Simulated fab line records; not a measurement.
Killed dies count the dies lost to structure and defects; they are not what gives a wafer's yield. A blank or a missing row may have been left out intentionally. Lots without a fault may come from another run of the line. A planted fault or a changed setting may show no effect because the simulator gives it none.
Matching of chambers + flow nand-harc + NHARC_A_STAIRCASE_DEP_301 on pecvd-01 has 3 sister chambers
The step deposits SiON, target thk 30 nm. 3 wafers are shown with their chamber, then 8 later ones without.

WAFERS, EACH WITH ITS CHAMBER
| wafer  | chamber | heater-power-w (W) |
|--------|---------|--------------------|
| L085.5 | 2       | 926                |
| L088.4 | 1       | 815                |
| L091.2 | 0       | 689                |

WAFERS WHOSE CHAMBER IS MISSING
| wafer  | heater-power-w (W) |
|--------|--------------------|
| L091.3 | 933                |
| L091.6 | 938                |
| L094.1 | 824                |
| L094.2 | 721                |
| L094.4 | 731                |
| L097.4 | 768                |
| L097.5 | 918                |
| L097.6 | 832                |

CHAMBER TAKEN BY EACH
| wafer  | from the rows above     | in truth                   |
|--------|-------------------------|----------------------------|
| L091.3 | 2                       | 2                          |
| L091.6 | 2                       | 2                          |
| L094.1 | 1                       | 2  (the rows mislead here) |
| L094.2 | 0                       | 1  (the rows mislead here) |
| L094.4 | can't be placed: 0 or 1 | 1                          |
| L097.4 | can't be placed: 1 or 0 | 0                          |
| L097.5 | 2                       | 2                          |
| L097.6 | 1                       | 1                          |
4 of 8 placed correctly. Not placeable from these rows: 2 (in 2, the candidates include the true chamber). Number placed wrongly: 2.
How it was worked out, from the rows above alone: a wafer's distance from a chamber is the root of the sum, over the readings, of the square of ((its reading less the chamber's mean) divided by the reading's scatter). If the next closest chamber is less than 2 further off than the closest, the wafer can't be placed; otherwise it belongs to the closest. Each chamber's mean is taken over the wafers shown for it. The scatter: with one shown wafer a chamber, the root of the mean of the squares of how far each hidden wafer lies from its nearest shown one.
